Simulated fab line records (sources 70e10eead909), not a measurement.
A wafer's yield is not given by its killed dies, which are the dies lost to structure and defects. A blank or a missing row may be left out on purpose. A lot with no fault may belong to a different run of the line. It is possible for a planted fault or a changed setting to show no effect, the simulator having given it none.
fab line records -- flow nand_harc -- part 1 of 2: steps 1 to 33 of 38
record lots=5, wafers=15, last_day=32
route steps=1302 shown A_ONON_D1@431 A_CHANNEL_HOLE_D1@450
lots with no fault: from the same line, run without faults
start_h: hours from the record's first day to the start of the lot's first wafer shown -- wait_h: hours since the lot's step before -- " identical to the entry in the row above -- L1.1+2: a single row standing in for several wafers -- - no value, or no start given -- * or withheld: withheld -- < > ~ a bound
route shown NAME@n: NAME is a module with steps in the file, n the number in the route of the first one -- usual: mean/standard deviation of fault-free wafers -- same: alike in all rows -- chamber/n: place in a boat -- sites: each site's reading -- _std_site: the values' standard deviation -- _edge_site: inner sites' mean taken away from outer sites' mean -- radius_mm: for every site, how far away it sits from the centre of the wafer -- mask NAME#n: copy n -- behind: the most recent tool/chamber to have shaped the wafer -- hold: the reason the lot was held/the length of the hold in hours/how it ended -- device: which transistor (n, p or np) failed to switch -- end of line: the route-end tests of the same wafers -- a step without rows: its recipe alone -- killed: dies lost to structure and defects at the first sort, not the wafer's yield -- map: a wafer's dies, x killed, . not, _ none there
set.NAME: the setting that was run; set.NAME@STEP: the one run at that earlier step -- model.NAME: the simulator's own value behind a step, which no gauge read
lots at some steps of the route; a table a step, a row a wafer
services: the hour from which a tool's chamber was out of use, counted from the record's first day as start_h (under 0 if before that day), plus the number of hours and why
## steps
# step NHARC_A_ONON_D1_THK_MEAS_11
# recipe thk_meas_gauge=ellipsometry
# usual thk_nm=1000/9.3
lot.wafer,tool,chamber,start_h,wait_h,thk_nm
L077.2,film_metro-02,-,187.94,-,1006
L077.4,film_metro-02,-,187.94,-,1007
L077.6,film_metro-02,-,187.94,-,1006
L079.3,film_metro-01,-,220.98,-,995
L079.4,film_metro-01,-,220.98,-,994
L079.6,film_metro-01,-,220.98,-,993
L083.4,film_metro-02,-,270.49,-,986
L083.5,film_metro-02,-,270.49,-,984
L083.6,film_metro-02,-,270.49,-,986
L091.2,film_metro-02,-,332.66,-,993
L091.3,film_metro-02,-,332.66,-,993
L091.4,film_metro-02,-,332.66,-,994
L093.4,film_metro-01,-,351.06,-,1000
L093.5,film_metro-01,-,351.06,-,1001
L093.6,film_metro-01,-,351.06,-,1001
# step NHARC_A_ONON_D1_DEP_12
# recipe target_thk_a=10000, n2_flow_sccm=2750, n2o_flow_sccm=2000, nh3_flow_sccm=500, sih4_flow_sccm=210, temp_c=400
lot.wafer,tool,chamber,start_h,wait_h
L077.2+4+6,pecvd_onon-04,0,188.05,0.1
L079.3+4+6,pecvd_onon-02,0,221.15,0.2
L083.4+5+6,pecvd_onon-04,0,270.85,0.4
L091.2+3+4,pecvd_onon-04,0,332.78,0.1
L093.4+5+6,pecvd_onon-03,0,351.28,0.2
# step NHARC_A_ONON_D1_THK_MEAS_14
# recipe thk_meas_gauge=ellipsometry
# usual thk_nm=997/8.8
lot.wafer,tool,chamber,start_h,wait_h,thk_nm
L077.2,film_metro-02,-,188.51,-,988
L077.4,film_metro-02,-,188.51,-,987
L077.6,film_metro-02,-,188.51,-,988
L079.3,film_metro-02,-,221.55,-,985
L079.4,film_metro-02,-,221.55,-,986
L079.6,film_metro-02,-,221.55,-,986
L083.4,film_metro-01,-,271.19,-,999
L083.5,film_metro-01,-,271.19,-,998
L083.6,film_metro-01,-,271.19,-,1000
L091.2,film_metro-02,-,333.23,-,1007
L091.3,film_metro-02,-,333.23,-,1010
L091.4,film_metro-02,-,333.23,-,1008
L093.4,film_metro-01,-,351.62,-,996
L093.5,film_metro-01,-,351.62,-,998
L093.6,film_metro-01,-,351.62,-,997
# step NHARC_A_ONON_D1_ANNEAL_15
# recipe temp_c=750, time_s=3600
lot.wafer,tool,chamber,start_h,wait_h
L077.2+4+6,furnace-07,0,191.91,3.4
L079.3+4+6,furnace-07,0,226.74,5.2
L083.4+5+6,furnace-08,0,274.10,2.9
L091.2+3+4,furnace-07,0,333.31,0.1
L093.4+5+6,furnace-05,0,356.78,5.2
# step NHARC_A_ONON_D1_DEP_16
# recipe target_thk_a=10000, n2_flow_sccm=2750, n2o_flow_sccm=2000, nh3_flow_sccm=500, sih4_flow_sccm=210, temp_c=400
lot.wafer,tool,chamber,start_h,wait_h
L077.2+4+6,pecvd_onon-03,0,195.85,0.1
L079.3+4+6,pecvd_onon-02,0,230.79,0.2
L083.4+5+6,pecvd_onon-03,0,278.14,0.2
L091.2+3+4,pecvd_onon-04,0,337.27,0.1
L093.4+5+6,pecvd_onon-03,0,360.90,0.2
# step NHARC_A_ONON_D1_THK_MEAS_18
# recipe thk_meas_gauge=ellipsometry
# usual thk_nm=1000/8
lot.wafer,tool,chamber,start_h,wait_h,thk_nm
L077.2,film_metro-01,-,196.30,-,998
L077.4,film_metro-01,-,196.30,-,998
L077.6,film_metro-01,-,196.30,-,997
L079.3,film_metro-02,-,231.19,-,1018
L079.4,film_metro-02,-,231.19,-,1016
L079.6,film_metro-02,-,231.19,-,1016
L083.4,film_metro-01,-,278.48,-,993
L083.5,film_metro-01,-,278.48,-,991
L083.6,film_metro-01,-,278.48,-,994
L091.2,film_metro-01,-,337.71,-,988
L091.3,film_metro-01,-,337.71,-,988
L091.4,film_metro-01,-,337.71,-,987
L093.4,film_metro-02,-,361.24,-,990
L093.5,film_metro-02,-,361.24,-,989
L093.6,film_metro-02,-,361.24,-,991
# step NHARC_A_ONON_D1_DEP_19
# recipe target_thk_a=10000, n2_flow_sccm=2750, n2o_flow_sccm=2000, nh3_flow_sccm=500, sih4_flow_sccm=210, temp_c=400
lot.wafer,tool,chamber,start_h,wait_h
L077.2+4+6,pecvd_onon-04,0,196.41,0.1
L079.3+4+6,pecvd_onon-02,0,231.36,0.2
L083.4+5+6,pecvd_onon-03,0,278.71,0.2
L091.2+3+4,pecvd_onon-03,0,337.83,0.1
L093.4+5+6,pecvd_onon-04,0,361.47,0.2
# step NHARC_A_ONON_D1_THK_MEAS_21
# recipe thk_meas_gauge=ellipsometry
# usual thk_nm=1003/9.5
lot.wafer,tool,chamber,start_h,wait_h,thk_nm
L077.2,film_metro-02,-,196.86,-,996
L077.4,film_metro-02,-,196.86,-,995
L077.6,film_metro-02,-,196.86,-,996
L079.3,film_metro-01,-,231.76,-,1005
L079.4,film_metro-01,-,231.76,-,1004
L079.6,film_metro-01,-,231.76,-,1006
L083.4,film_metro-01,-,279.04,-,1022
L083.5,film_metro-01,-,279.04,-,1022
L083.6,film_metro-01,-,279.04,-,1025
L091.2,film_metro-01,-,338.27,-,999
L091.3,film_metro-01,-,338.27,-,999
L091.4,film_metro-01,-,338.27,-,998
L093.4,film_metro-02,-,361.80,-,989
L093.5,film_metro-02,-,361.80,-,990
L093.6,film_metro-02,-,361.80,-,988
# step NHARC_A_ONON_D1_DEP_22
# recipe target_thk_a=10000, n2_flow_sccm=2750, n2o_flow_sccm=2000, nh3_flow_sccm=500, sih4_flow_sccm=210, temp_c=400
lot.wafer,tool,chamber,start_h,wait_h
L077.2+4+6,pecvd_onon-03,0,196.98,0.1
L079.3+4+6,pecvd_onon-02,0,231.93,0.2
L083.4+5+6,pecvd_onon-03,0,279.27,0.2
L091.2+3+4,pecvd_onon-03,0,338.39,0.1
L093.4+5+6,pecvd_onon-02,0,362.04,0.2
# step NHARC_A_ONON_D1_THK_MEAS_24
# recipe thk_meas_gauge=ellipsometry
# usual thk_nm=999/8.6
lot.wafer,tool,chamber,start_h,wait_h,thk_nm
L077.2,film_metro-02,-,197.43,-,1005
L077.4,film_metro-02,-,197.43,-,1005
L077.6,film_metro-02,-,197.43,-,1005
L079.3,film_metro-02,-,232.32,-,993
L079.4,film_metro-02,-,232.32,-,996
L079.6,film_metro-02,-,232.32,-,992
L083.4,film_metro-02,-,279.61,-,1003
L083.5,film_metro-02,-,279.61,-,1004
L083.6,film_metro-02,-,279.61,-,1002
L091.2,film_metro-02,-,338.84,-,1002
L091.3,film_metro-02,-,338.84,-,1002
L091.4,film_metro-02,-,338.84,-,1001
L093.4,film_metro-01,-,362.38,-,997
L093.5,film_metro-01,-,362.38,-,997
L093.6,film_metro-01,-,362.38,-,997
# step NHARC_A_ONON_D1_DEP_25
# recipe target_thk_a=10000, n2_flow_sccm=2750, n2o_flow_sccm=2000, nh3_flow_sccm=500, sih4_flow_sccm=210, temp_c=400
lot.wafer,tool,chamber,start_h,wait_h
L077.2+4+6,pecvd_onon-04,0,197.54,0.1
L079.3+4+6,pecvd_onon-02,0,232.49,0.2
L083.4+5+6,pecvd_onon-03,0,279.84,0.2
L091.2+3+4,pecvd_onon-03,0,338.95,0.1
L093.4+5+6,pecvd_onon-04,0,362.61,0.2
# step NHARC_A_ONON_D1_THK_MEAS_27
# recipe thk_meas_gauge=ellipsometry
# usual thk_nm=1000/8.8
lot.wafer,tool,chamber,start_h,wait_h,thk_nm
L077.2,film_metro-01,-,198.00,-,994
L077.4,film_metro-01,-,198.00,-,995
L077.6,film_metro-01,-,198.00,-,994
L079.3,film_metro-02,-,232.89,-,1000
L079.4,film_metro-02,-,232.89,-,1002
L079.6,film_metro-02,-,232.89,-,1002
L083.4,film_metro-01,-,280.18,-,1001
L083.5,film_metro-01,-,280.18,-,1001
L083.6,film_metro-01,-,280.18,-,1001
L091.2,film_metro-01,-,339.40,-,994
L091.3,film_metro-01,-,339.40,-,994
L091.4,film_metro-01,-,339.40,-,994
L093.4,film_metro-02,-,362.95,-,989
L093.5,film_metro-02,-,362.95,-,990
L093.6,film_metro-02,-,362.95,-,992
# step NHARC_A_ONON_D1_DEP_28
# recipe target_thk_a=10000, n2_flow_sccm=2750, n2o_flow_sccm=2000, nh3_flow_sccm=500, sih4_flow_sccm=210, temp_c=400
lot.wafer,tool,chamber,start_h,wait_h
L077.2+4+6,pecvd_onon-02,0,198.12,0.1
L079.3+4+6,pecvd_onon-02,0,233.06,0.2
L083.4+5+6,pecvd_onon-02,0,280.41,0.2
L091.2+3+4,pecvd_onon-03,0,339.52,0.1
L093.4+5+6,pecvd_onon-03,0,363.18,0.2
# step NHARC_A_ONON_D1_THK_MEAS_30
# recipe thk_meas_gauge=ellipsometry
# usual thk_nm=1001/13
lot.wafer,tool,chamber,start_h,wait_h,thk_nm
L077.2,film_metro-02,-,198.57,-,1014
L077.4,film_metro-02,-,198.57,-,1015
L077.6,film_metro-02,-,198.57,-,1015
L079.3,film_metro-01,-,233.45,-,1016
L079.4,film_metro-01,-,233.45,-,1015
L079.6,film_metro-01,-,233.45,-,1017
L083.4,film_metro-01,-,280.74,-,996
L083.5,film_metro-01,-,280.74,-,996
L083.6,film_metro-01,-,280.74,-,995
L091.2,film_metro-02,-,339.97,-,984
L091.3,film_metro-02,-,339.97,-,983
L091.4,film_metro-02,-,339.97,-,984
L093.4,film_metro-01,-,363.51,-,992
L093.5,film_metro-01,-,363.51,-,992
L093.6,film_metro-01,-,363.51,-,993
# step NHARC_A_ONON_D1_DEP_33
# recipe target_thk_a=2000, temp_c=400, pressure_torr=6.5, rf_w=900, teos_flow_sccm=161.4, flow_sccm=2650, target_thk_nm=200, gas=O2, material=SiO2
# usual flow_sccm=2650/7.3, heater_power_w=609/100, throttle_valve_pct=16.2/0.53
lot.wafer,tool,chamber,start_h,wait_h,flow_sccm,heater_power_w,throttle_valve_pct
L077.2,pecvd-02,1,198.63,0.1,2644,694,16.7
L077.6,pecvd-02,1,198.63,0.1,2655,720,16.7
L077.4,pecvd-02,0,198.63,0.1,2651,518,16.5
L079.3,pecvd-04,1,233.60,0.1,2648,499,17.0
L079.4,pecvd-04,2,233.60,0.1,2653,564,15.3
L079.6,pecvd-04,1,233.60,0.1,2652,501,17.1
L083.6,pecvd-02,0,280.94,0.2,2646,547,15.8
L083.5,pecvd-02,1,280.94,0.2,2642,742,16.3
L083.4,pecvd-02,2,280.94,0.2,2658,537,15.9
L091.3,pecvd-02,2,340.02,0.1,2656,490,15.7
L091.2,pecvd-02,1,340.02,0.1,2655,766,16.5
L091.4,pecvd-02,2,340.02,0.1,2651,503,15.5
L093.6,pecvd-01,2,363.70,0.2,2661,468,16.1
L093.5,pecvd-01,0,363.70,0.2,2647,620,16.8
L093.4,pecvd-01,1,363.70,0.2,2660,697,17.0
# step NHARC_A_ONON_D1_THK_MEAS_34
# recipe thk_meas_gauge=ellipsometry
# usual thk_nm=200.2/2.8
lot.wafer,tool,chamber,start_h,wait_h,thk_nm
L077.2,film_metro-02,-,199.04,-,199.5
L077.4,film_metro-02,-,199.04,-,202.1
L077.6,film_metro-02,-,199.04,-,203.8
L079.3,film_metro-01,-,233.93,-,199.5
L079.4,film_metro-01,-,233.93,-,201.9
L079.6,film_metro-01,-,233.93,-,202.2
L083.4,film_metro-01,-,281.21,-,202.7
L083.5,film_metro-01,-,281.21,-,201.1
L083.6,film_metro-01,-,281.21,-,201.1
L091.2,film_metro-01,-,340.44,-,198.7
L091.3,film_metro-01,-,340.44,-,197.5
L091.4,film_metro-01,-,340.44,-,197.7
L093.4,film_metro-02,-,363.98,-,201.9
L093.5,film_metro-02,-,363.98,-,205.6
L093.6,film_metro-02,-,363.98,-,205.1
# step NHARC_A_ONON_D1_INSPECT_32
# usual raw_defect_count=71/25
lot.wafer,tool,chamber,start_h,wait_h,raw_defect_count
L077.2,defect_inspect-01,-,199.11,0.0,70
L077.4,defect_inspect-01,-,199.11,0.0,87
L077.6,defect_inspect-01,-,199.11,0.0,90
L079.3,defect_inspect-02,-,233.99,0.0,52
L079.4,defect_inspect-02,-,233.99,0.0,102
L079.6,defect_inspect-02,-,233.99,0.0,67
L083.4,defect_inspect-01,-,281.28,0.0,62
L083.5,defect_inspect-01,-,281.28,0.0,108
L083.6,defect_inspect-01,-,281.28,0.0,82
L091.2,defect_inspect-02,-,340.52,0.0,85
L091.3,defect_inspect-02,-,340.52,0.0,52
L091.4,defect_inspect-02,-,340.52,0.0,69
L093.4,defect_inspect-01,-,364.07,0.0,76
L093.5,defect_inspect-01,-,364.07,0.0,65
L093.6,defect_inspect-01,-,364.07,0.0,123
# step NHARC_A_CHANNEL_HOLE_D1_DEP_00
# recipe target_thk_a=31000, temp_c=400, material=aC
# usual throttle_valve_pct=35.001/0.009
lot.wafer,tool,chamber,start_h,wait_h,throttle_valve_pct
L077.2,acl_dep-01,0,205.28,6.2,34.999
L077.4,acl_dep-01,0,205.28,6.2,35.006
L077.6,acl_dep-01,0,205.28,6.2,35.015
L079.3,acl_dep-02,0,237.95,4.0,34.997
L079.4,acl_dep-02,0,237.95,4.0,34.984
L079.6,acl_dep-02,0,237.95,4.0,34.996
L083.4,acl_dep-02,0,283.21,1.9,35.009
L083.5,acl_dep-02,0,283.21,1.9,34.999
L083.6,acl_dep-02,0,283.21,1.9,34.996
L091.2,acl_dep-02,0,340.90,0.4,34.990
L091.3,acl_dep-02,0,340.90,0.4,35.002
L091.4,acl_dep-02,0,340.90,0.4,34.995
L093.4,acl_dep-01,0,365.46,1.4,34.982
L093.5,acl_dep-01,0,365.46,1.4,35.001
L093.6,acl_dep-01,0,365.46,1.4,35.006
# step NHARC_A_CHANNEL_HOLE_D1_DEP_01
# recipe target_thk_a=1400, target_thk_nm=140, temp_c=400, pressure_torr=3.5, flow_sccm=200, rf_w=350, material=SiON
# usual heater_power_w=801/100
lot.wafer,tool,chamber,start_h,wait_h,heater_power_w
L077.2,pecvd-01,1,206.96,1.4,1001
L077.6,pecvd-01,2,206.96,1.4,645
L077.4,pecvd-01,1,206.96,1.4,1009
L079.3,pecvd-01,0,239.29,1.0,907
L079.4,pecvd-01,2,239.29,1.0,708
L079.6,pecvd-01,0,239.29,1.0,925
L083.4,pecvd-03,0,284.28,0.8,893
L083.5,pecvd-03,1,284.28,0.8,817
L083.6,pecvd-03,2,284.28,0.8,740
L091.3,pecvd-02,2,342.48,1.0,607
L091.2,pecvd-02,1,342.48,1.0,1033
L091.4,pecvd-02,1,342.48,1.0,847
L093.6,pecvd-03,0,366.53,0.1,792
L093.5,pecvd-03,1,366.53,0.1,737
L093.4,pecvd-03,2,366.53,0.1,688
# step NHARC_A_CHANNEL_HOLE_D1_DEHYDRATE_02
# recipe temp_c=150, time_s=120
lot.wafer,tool,chamber,start_h,wait_h
L077.2+4+6,litho_track-06,0,207.17,0.2
L079.3+4+6,litho_track-01,0,239.51,0.2
L083.4+5+6,litho_track-01,0,284.46,0.2
L091.2+3+4,litho_track-06,0,342.75,0.2
L093.4+5+6,litho_track-04,0,366.71,0.1
# step NHARC_A_CHANNEL_HOLE_D1_HMDS_03
# recipe time_s=30
lot.wafer,tool,chamber,start_h,wait_h
L077.2+4+6,litho_track-06,0,-,-
L079.3+4+6,litho_track-01,0,-,-
L083.4+5+6,litho_track-01,0,-,-
L091.2+3+4,litho_track-06,0,-,-
L093.4+5+6,litho_track-04,0,-,-
# step NHARC_A_CHANNEL_HOLE_D1_COAT_36
# recipe temp_c=260, time_s=75
lot.wafer,tool,chamber,start_h,wait_h
L077.2+4+6,litho_track-06,0,-,-
L079.3+4+6,litho_track-01,0,-,-
L083.4+5+6,litho_track-01,0,-,-
L091.2+3+4,litho_track-06,0,-,-
L093.4+5+6,litho_track-04,0,-,-
# step NHARC_A_CHANNEL_HOLE_D1_COAT_37
# recipe temp_c=225, time_s=65
lot.wafer,tool,chamber,start_h,wait_h
L077.2+4+6,litho_track-06,0,-,-
L079.3+4+6,litho_track-01,0,-,-
L083.4+5+6,litho_track-01,0,-,-
L091.2+3+4,litho_track-06,0,-,-
L093.4+5+6,litho_track-04,0,-,-
# step NHARC_A_CHANNEL_HOLE_D1_COAT_04
# recipe spin_rpm=1500, resist_thk_nm=90
lot.wafer,tool,chamber,start_h,wait_h
L077.2+4+6,litho_track-06,0,-,-
L079.3+4+6,litho_track-01,0,-,-
L083.4+5+6,litho_track-01,0,-,-
L091.2+3+4,litho_track-06,0,-,-
L093.4+5+6,litho_track-04,0,-,-
# step NHARC_A_CHANNEL_HOLE_D1_SOFTBAKE_05
# recipe temp_c=105, time_s=55
lot.wafer,tool,chamber,start_h,wait_h
L077.2+4+6,litho_track-06,0,-,-
L079.3+4+6,litho_track-01,0,-,-
L083.4+5+6,litho_track-01,0,-,-
L091.2+3+4,litho_track-06,0,-,-
L093.4+5+6,litho_track-04,0,-,-
# step NHARC_A_CHANNEL_HOLE_D1_EBR_06
lot.wafer,tool,chamber,start_h,wait_h
L077.2+4+6,litho_track-06,0,-,-
L079.3+4+6,litho_track-01,0,-,-
L083.4+5+6,litho_track-01,0,-,-
L091.2+3+4,litho_track-06,0,-,-
L093.4+5+6,litho_track-04,0,-,-
# step NHARC_A_CHANNEL_HOLE_D1_EXPOSE_07
# recipe na=1.35, target_cd_nm=100, sigma_outer=0.3, dose_mj=59.65, mask_id=HOLE_D1
# same sigma_outer=0.3
lot.wafer,tool,chamber,start_h,wait_h,mask
L077.2+4+6,arfi_scanner-02,0,207.36,-,HOLE_D1#0
L079.3+4+6,arfi_scanner-02,0,239.82,-,HOLE_D1#0
L083.4+5+6,arfi_scanner-03,0,284.79,-,HOLE_D1#0
L091.2+3+4,arfi_scanner-03,0,343.07,-,HOLE_D1#0
L093.4+5+6,arfi_scanner-01,0,367.03,-,HOLE_D1#0
# step NHARC_A_CHANNEL_HOLE_D1_PEB_08
# recipe peb_temp_c=100, peb_time_s=65
lot.wafer,tool,chamber,start_h,wait_h
L077.2+4+6,litho_track-01,0,207.42,0.1
L079.3+4+6,litho_track-01,0,239.88,0.0
L083.4+5+6,litho_track-06,0,284.84,0.0
L091.2+3+4,litho_track-01,0,343.12,0.1
L093.4+5+6,litho_track-06,0,367.08,0.0
# step NHARC_A_CHANNEL_HOLE_D1_DEVELOP_09
# recipe develop_time_s=35, dev_temp_c=23
lot.wafer,tool,chamber,start_h,wait_h
L077.2+4+6,litho_track-01,0,-,-
L079.3+4+6,litho_track-01,0,-,-
L083.4+5+6,litho_track-06,0,-,-
L091.2+3+4,litho_track-01,0,-,-
L093.4+5+6,litho_track-06,0,-,-
# step NHARC_A_CHANNEL_HOLE_D1_CD_MEAS_10
# recipe target_cd_nm=100, landing_energy_ev=500
# usual cd_nm=99.7/0.61
lot.wafer,tool,chamber,start_h,wait_h,cd_nm
L077.2,cd_sem-01,0,207.50,-,99.9
L077.4,cd_sem-01,0,207.50,-,99.3
L077.6,cd_sem-01,0,207.50,-,100.6
L079.3,cd_sem-03,0,239.96,-,100.4
L079.4,cd_sem-03,0,239.96,-,100.6
L079.6,cd_sem-03,0,239.96,-,100.3
L083.4,cd_sem-01,0,284.92,-,100.6
L083.5,cd_sem-01,0,284.92,-,99.6
L083.6,cd_sem-01,0,284.92,-,100.4
L091.2,cd_sem-03,0,343.20,-,100.0
L091.3,cd_sem-03,0,343.20,-,99.3
L091.4,cd_sem-03,0,343.20,-,99.7
L093.4,cd_sem-02,0,367.17,-,100.0
L093.5,cd_sem-02,0,367.17,-,100.1
L093.6,cd_sem-02,0,367.17,-,100.3
# step NHARC_A_CHANNEL_HOLE_D1_OVL_MEAS_11
# usual overlay_x_nm=0.3/0.84, overlay_y_nm=-0.1/0.74
lot.wafer,tool,chamber,start_h,wait_h,overlay_x_nm,overlay_y_nm
L077.2,overlay-01,-,207.58,-,0.3,-0.8
L077.4,overlay-01,-,207.58,-,0.3,-0.5
L077.6,overlay-01,-,207.58,-,-0.1,-0.9
L079.3,overlay-01,-,240.04,-,-0.5,-0.7
L079.4,overlay-01,-,240.04,-,-0.5,0.1
L079.6,overlay-01,-,240.04,-,-0.4,-0.1
L083.4,overlay-01,-,285.00,-,-1.1,0.2
L083.5,overlay-01,-,285.00,-,-0.3,0.3
L083.6,overlay-01,-,285.00,-,-0.5,0.2
L091.2,overlay-01,-,343.29,-,0.6,-0.2
L091.3,overlay-01,-,343.29,-,0.3,0.6
L091.4,overlay-01,-,343.29,-,0.8,0.7
L093.4,overlay-02,-,367.25,-,0.9,-0.3
L093.5,overlay-02,-,367.25,-,1.6,0.4
L093.6,overlay-02,-,367.25,-,1.7,-0.2
# step NHARC_A_CHANNEL_HOLE_D1_INSPECT_12
# usual raw_defect_count=5.3/2.8
lot.wafer,tool,chamber,start_h,wait_h,raw_defect_count
L077.2,defect_inspect-02,-,207.62,0.0,4
L077.4,defect_inspect-02,-,207.62,0.0,1
L077.6,defect_inspect-02,-,207.62,0.0,8
L079.3,defect_inspect-02,-,240.08,0.0,4
L079.4,defect_inspect-02,-,240.08,0.0,10
L079.6,defect_inspect-02,-,240.08,0.0,7
L083.4,defect_inspect-01,-,285.04,0.0,3
L083.5,defect_inspect-01,-,285.04,0.0,9
L083.6,defect_inspect-01,-,285.04,0.0,4
L091.2,defect_inspect-01,-,343.33,0.0,4
L091.3,defect_inspect-01,-,343.33,0.0,3
L091.4,defect_inspect-01,-,343.33,0.0,2
L093.4,defect_inspect-01,-,367.29,0.0,5
L093.5,defect_inspect-01,-,367.29,0.0,9
L093.6,defect_inspect-01,-,367.29,0.0,7
# step NHARC_A_CHANNEL_HOLE_D1_DESCUM_15
# recipe time_s=3, o2_flow_sccm=200, ar_flow_sccm=0, bias_power_w=0, chemistry=O2
# usual drypump_motor_current_A=5.5/0.54, mfc_ar_sccm=0.006/0.0079, oes_product_au=1.002/0.0096, rf_vpp_V=57.8/0.88, showerhead_plenum_p_Torr=1.94/0.084, throttle_valve_pct=11.310/0.0095
lot.wafer,tool,chamber,start_h,wait_h,drypump_motor_current_A,mfc_ar_sccm,oes_product_au,rf_hours_counter_h,rf_vpp_V,showerhead_plenum_p_Torr,throttle_valve_pct
L077.2,rie_diel-05,2,207.69,0.1,6.4,0.004,1.014,14,59.3,2.05,11.309
L077.4,rie_diel-05,0,207.69,0.1,5.0,0,0.995,12,56.1,1.85,11.311
L077.6,rie_diel-05,2,207.69,0.1,6.4,0.004,1.007,-,58.3,2.05,11.315
L079.3,rie_diel-05,1,240.16,0.1,5.5,0,1.023,0,58.0,1.99,11.318
L079.4,rie_diel-05,2,240.16,0.1,6.4,0.004,0.995,0,58.1,2.05,11.296
L079.6,rie_diel-05,3,240.16,0.1,4.9,0.011,1.019,-,56.4,1.96,11.315
L083.4,rie_diel-05,0,285.10,0.1,5.0,0,0.991,2,57.4,1.85,11.313
L083.6,rie_diel-05,0,285.10,0.1,5.0,0,1.002,-,57.4,1.85,11.315
L083.5,rie_diel-05,1,285.10,0.1,5.5,0,1.011,-,58.7,1.99,11.309
L091.4,rie_diel-10,3,343.39,0.1,5.5,0,1.012,32,56.9,1.77,11.317
L091.2,rie_diel-10,0,343.39,0.1,5.2,0.018,0.997,28,57.7,1.87,11.287
L091.3,rie_diel-10,2,343.39,0.1,5.0,0.001,0.995,30,57.3,1.92,11.308
L093.4,rie_diel-05,0,367.35,0.1,5.0,0,0.982,10,56.2,1.85,11.309
L093.5,rie_diel-05,0,367.35,0.1,5.0,0,0.992,-,56.4,1.85,11.314
L093.6,rie_diel-05,1,367.35,0.1,5.5,0,1.015,-,58.2,1.99,11.320
